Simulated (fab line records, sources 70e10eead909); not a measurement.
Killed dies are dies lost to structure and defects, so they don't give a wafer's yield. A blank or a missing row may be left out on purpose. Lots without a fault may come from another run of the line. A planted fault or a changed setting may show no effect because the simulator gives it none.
Chamber matching | flow nand_harc | NHARC_A_CHANNEL_FILL_D1_ALD_16 on ald_hk-02: 4 sister chambers
The step deposits SiO2, target thk 1.5 nm, pulse time 10 s, ald cycles 15. 14 wafers are shown with their chamber, then 7 later ones without.

WAFERS WITH THEIR CHAMBER
wafer  | chamber | heater_power_w (W) | precursor_pulse_height_rel
L611.1 | 1       | 474                | 1.023
L611.2 | 3       | 416                | 1.006
L611.5 | 2       | 517                | 0.989
L610.2 | 2       | 502                | 1.026
L610.3 | 3       | 409                | 0.985
L610.5 | 2       | 519                | 0.997
L609.3 | 2       | 503                | 0.963
L609.4 | 0       | 465                | 0.993
L609.6 | 1       | 475                | 0.963
L614.3 | 1       | 489                | 0.967
L614.4 | 0       | 453                | 0.957
L614.6 | 3       | 398                | 0.984
L617.1 | 2       | 520                | 1.019
L617.3 | 0       | 464                | 1.018

SIGNATURES (means of the wafers above)
reading                    | chamber 0 | chamber 1 | chamber 2 | chamber 3 | scatter within a chamber
heater_power_w             | 460.67    | 479.33    | 512.20    | 407.67    | 8.44
precursor_pulse_height_rel | 0.98933   | 0.98433   | 0.99880   | 0.99167   | 0.0264
Rule: a wafer's distance from a chamber is the root of the sum, over the readings, of the square of ((its reading less the chamber's mean) divided by the reading's scatter). The wafer belongs to the nearest chamber; if the next one is less than 2 further off, it can't be placed. The scatter: the root of (the sum of the squares of (reading less its chamber's mean) over the shown wafers, divided by (wafers less chambers)).

WAFERS WITHOUT THEIR CHAMBER
wafer  | heater_power_w (W) | precursor_pulse_height_rel
L617.5 | 478                | 0.967
L623.2 | 445                | 0.993
L623.5 | 500                | 0.969
L623.6 | 403                | 0.990
L625.2 | 506                | 0.982
L625.3 | 505                | 0.978
L625.4 | 442                | 0.975

WHICH CHAMBER EACH WENT THROUGH
wafer  | from the rows above     | in truth
L617.5 | can't be placed: 1 or 0 | 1
L623.2 | 0                       | 0
L623.5 | can't be placed: 2 or 1 | 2
L623.6 | 3                       | 3
L625.2 | 2                       | 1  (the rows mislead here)
L625.3 | can't be placed: 2 or 1 | 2
L625.4 | can't be placed: 0 or 3 | 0
Placed correctly: 2 of 7. Can't be placed from these rows: 4 (the true chamber is among the candidates in 4). Placed wrongly: 1.
